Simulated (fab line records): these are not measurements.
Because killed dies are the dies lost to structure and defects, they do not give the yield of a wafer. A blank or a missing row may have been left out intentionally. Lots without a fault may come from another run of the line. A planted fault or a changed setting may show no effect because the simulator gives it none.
Matching of chambers ; flow nand harc ; 4 sister chambers for NHARC_P_CONTACT_STRIP_28 on rie diel-03
The step strips in O2. 8 wafers are shown with their chamber, then 10 later ones without.

== WAFERS, EACH WITH ITS CHAMBER ==
wafer;chamber;drypump motor current A (A);showerhead plenum p Torr (Torr)
L081.2;2;5.1;3.43
L083.3;3;5.9;3.47
L083.6;2;5.1;3.43
L086.1;3;5.9;3.47
L086.2;1;5.1;3.73
L086.6;0;6.2;3.62
L088.1;1;5.1;3.73
L088.2;0;6.1;3.61

== WAFERS MISSING THEIR CHAMBER ==
wafer;drypump motor current A (A);showerhead plenum p Torr (Torr)
L088.4;5.9;3.47
L094.1;5.1;3.73
L094.3;5.1;3.43
L094.5;5.9;3.47
L096.1;6.2;3.61
L096.4;5.9;3.47
L096.5;6.2;3.61
L097.2;6.2;3.61
L097.3;5.1;3.73
L097.6;5.9;3.47

== EACH ONE'S CHAMBER ==
wafer;from the rows above;in truth
L088.4;3;3
L094.1;1;1
L094.3;2;2
L094.5;3;3
L096.1;0;0
L096.4;3;3
L096.5;0;0
L097.2;0;0
L097.3;1;1
L097.6;3;3
Correctly placed: 10 of 10. Can't be placed from these rows: 0. Placed wrongly: 0.
How it was worked out, from the rows above alone: a wafer's distance from a chamber is the root of the sum, over the readings, of the square of ((its reading less the chamber's mean) divided by the reading's scatter). If the next closest chamber is less than 2 further off than the closest, the wafer can't be placed; otherwise it belongs to the closest. The mean given for a chamber averages the wafers shown for that chamber. How the scatter is found: for the shown wafers, subtract from each reading the mean of its chamber, square and add these, divide the total by (wafers less chambers), then take the root.
